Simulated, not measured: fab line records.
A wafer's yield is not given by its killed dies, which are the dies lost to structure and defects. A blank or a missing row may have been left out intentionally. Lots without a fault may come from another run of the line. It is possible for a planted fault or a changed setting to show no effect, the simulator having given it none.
Comparing a struck lot with a sound one	flow n5Finfet	40 steps out of a route of 1938
Sound: these wafers, L848.1, L848.2, L848.5. Struck: wafers L863.1, L863.3 (left out: L863.4, a lot-mate that was not struck); the cause follows at the end.
Each step with rows lists, per side, the tool, then ch with its chambers, then its first start. Under that, the readings that differ: sound wafers	struck wafers	difference of the means	sigmas: that difference in standard deviations of wafers without a fault.
alike: same words and numbers on both sides, and readings whose means sit less than 2 such deviations apart. not compared: any withheld reading, any reading some wafer has no value for, any bound like >300 that may hide the same value, and any number with overlapping values for which the record gives no deviation.
Wherever a step has rows on one side only, a row that says differs or no value, or a row with sigmas, the two part there. When numbers do not overlap yet have no deviation, they are printed without sigmas and do not part them. A reading that every wafer of one side lacks parts them only if that side has two wafers or more.

first, 9 steps without rows for these wafers: N5_BEOL_M4_ANNEAL_95 (time 240 s); N5_BEOL_M4_SPUTTER_96 (material Cu, target thk 4.5 nm, time 8.29 s); N5_BEOL_M4_ECD_50 (material Cu, target thk 300 nm); N5_BEOL_M4_ANNEAL_51 (time 90 s); N5_BEOL_M4_CMP_52 (polishes, stops on SiOC, t overpolish 6.8 s, target thk 40 nm); N5_BEOL_M4_PRE_CLEAN_60 (time 15 s); N5_BEOL_M4_CO_CAP_55 (material Co, precursor CCTBA/H2, target thk 2 nm, time 102.1 s); N5_BEOL_M4_PRE_CLEAN_56 (time 15 s); N5_BEOL_M4_DEP_57 (deposits SiCN from 3MS/NH3, target thk 8 nm, time 14 s).
N5_BEOL_M4_RC_MEAS_101:
  sound on prober-02 ch 0, day 8 13:54; struck on prober-02 ch 0, day 12 15:07
reading	sound	struck	difference	sigmas
VT_P (mV)	-256 -252 -249	-244 -247	+7	+2
  alike: DIBL_N, DIBL_P, IOFF_N, IOFF_P, ION_N, ION_P, SS_N, SS_P, VT_N
then, 24 steps without rows for these wafers: N5_BEOL_M5_ILD_DEP_00 (deposits SiCOH lowk from DEMS/porogen, target thk 140.64 nm, time 25.9 s); N5_BEOL_M5_CURE_79 (cures SiCOH lowk, time 240 s); N5_BEOL_M5_PECVD_70 (deposits SiO2 from TEOS/O2, target thk 16 nm, time 18 s); N5_BEOL_M5_HM_DEP_02 (deposits TiN, target thk 20 nm); N5_BEOL_M5_COAT_59 (time 60 s, resist thk 60 nm); N5_BEOL_M5_COAT_60 (time 60 s, resist thk 12 nm); N5_BEOL_M5_COAT_71 (time 60 s, resist thk 5 nm); N5_BEOL_M5_COAT_05 (resist thk 30 nm); N5_BEOL_M5_EBR_07; N5_BEOL_M5_SOFTBAKE_06 (time 60 s); N5_BEOL_M5_EXPOSE_08 (exposes mask M5, target cd 28 nm); N5_BEOL_M5_PEB_09 (peb time 60 s); N5_BEOL_M5_DEVELOP_10 (develop time 30 s); N5_BEOL_M5_DESCUM_16 (chemistry O2, time 7 s); N5_BEOL_M5_ETCH_72 (etches underlayer in N2/H2, target depth 6.5 nm, time 5.2 s); N5_BEOL_M5_ETCH_61 (etches SiARC in CF4, target depth 15.6 nm, time 26 s); N5_BEOL_M5_ETCH_62 (etches SOC in N2/H2, target depth 75 nm, overetch 15 nm, time 112.5 s); N5_BEOL_M5_STRIP_63 (strips in N2/H2); N5_BEOL_M5_STRIP_73 (strips in N2/H2); N5_BEOL_M5_STRIP_64 (strips in CF4); N5_BEOL_M5_HM_OPEN_17 (chemistry Cl2/BCl3, target TiN, target depth 20 nm, overetch 6 nm); N5_BEOL_M5_STRIP_19 (strips in O2); N5_BEOL_M5_COAT_65 (time 60 s, resist thk 60 nm); N5_BEOL_M5_COAT_66 (time 60 s, resist thk 12 nm).
-- the record jumps here: 3 days lie between the struck wafers' starts before and after (it left off in module BEOL_M5 and takes up again in module BEOL_M14, whose first step shown is number 1742 of the route) --
N5_BEOL_M14_EXPOSE_25: exposes mask M14, target cd 280 nm.
  sound on krfScanner-02 ch 0, day 11 12:11; struck on krfScanner-02 ch 0, day 16 01:56
  alike: mask, reticleTempC
N5_BEOL_M14_CD_MEAS_28: target cd 284.4 nm.
  sound on cdSem-02 ch 0, day 11 12:22; struck on cdSem-03 ch 0, day 16 02:06
reading	sound	struck	difference	sigmas
cdNm (nm)	286.0 286.5 284.3	321.0 321.5	+35.6	+21
N5_BEOL_M14_DESCUM_33: chemistry O2, time 7.9 s.
  sound on rieDiel-05 ch 0,3, day 11 12:27; struck on rieDiel-02 ch 0,3, day 16 02:11
reading	sound	struck	difference	sigmas
model.BEOL_M14.cdNm (nm)	286 286.2 284.2	320.8 321.4	+35.6	
  alike: biasPowerW, drypumpMotorCurrentA, oesProductAu, rfVppV, showerheadPlenumPTorr, throttleValvePct
  not compared: rfHoursCounterH
N5_BEOL_M14_ETCH_38: etches SiCN in CF4/N2, target depth 106.5 nm, time 120.6 s.
  sound on rieDiel-05 ch 0,3; struck on rieDiel-04 ch 0,1
reading	sound	struck	difference	sigmas
model.BEOL_M14.cdNm (nm)	277.8 280.2 275.6	316.8 314.6	+37.8	
  alike: drypumpMotorCurrentA, mfcArSccm, oesProductAu, rfVppV, showerheadPlenumPTorr, throttleValvePct
  not compared: rfHoursCounterH
N5_BEOL_M15_RC_MEAS_101:
  sound on prober-01 ch 0, day 12 04:26; struck on prober-02 ch 0, day 16 14:02
reading	sound	struck	difference	sigmas
SERP_M14 (ohm/um)	0.168 0.163 0.171	0.139 0.141	-0.027	-6
SERP_M14_max_site (ohm/um)	0.170 0.165 0.174	0.140 0.143	-0.028	-6
  alike: COMB_M10, COMB_M11, COMB_M12, COMB_M13, COMB_M14, COMB_M15, COMB_M5, COMB_M6, COMB_M7, COMB_M8, COMB_M9, SERP_M10, SERP_M11, SERP_M12, SERP_M13, SERP_M13_max_site, SERP_M5, SERP_M5_max_site, SERP_M6, SERP_M6_max_site, SERP_M7, SERP_M7_max_site, SERP_M8, SERP_M8_max_site, SERP_M9
N5_PASSIVATION_PROBE_49:
  the record has rows for the struck wafers here (prober-01, day 17 02:43) and none for the sound ones

== WHERE THEY PART ==
Last at N5_PASSIVATION_PROBE_49 as far as this record goes, first at N5_BEOL_M4_RC_MEAS_101.

WHY: what the simulator had put in
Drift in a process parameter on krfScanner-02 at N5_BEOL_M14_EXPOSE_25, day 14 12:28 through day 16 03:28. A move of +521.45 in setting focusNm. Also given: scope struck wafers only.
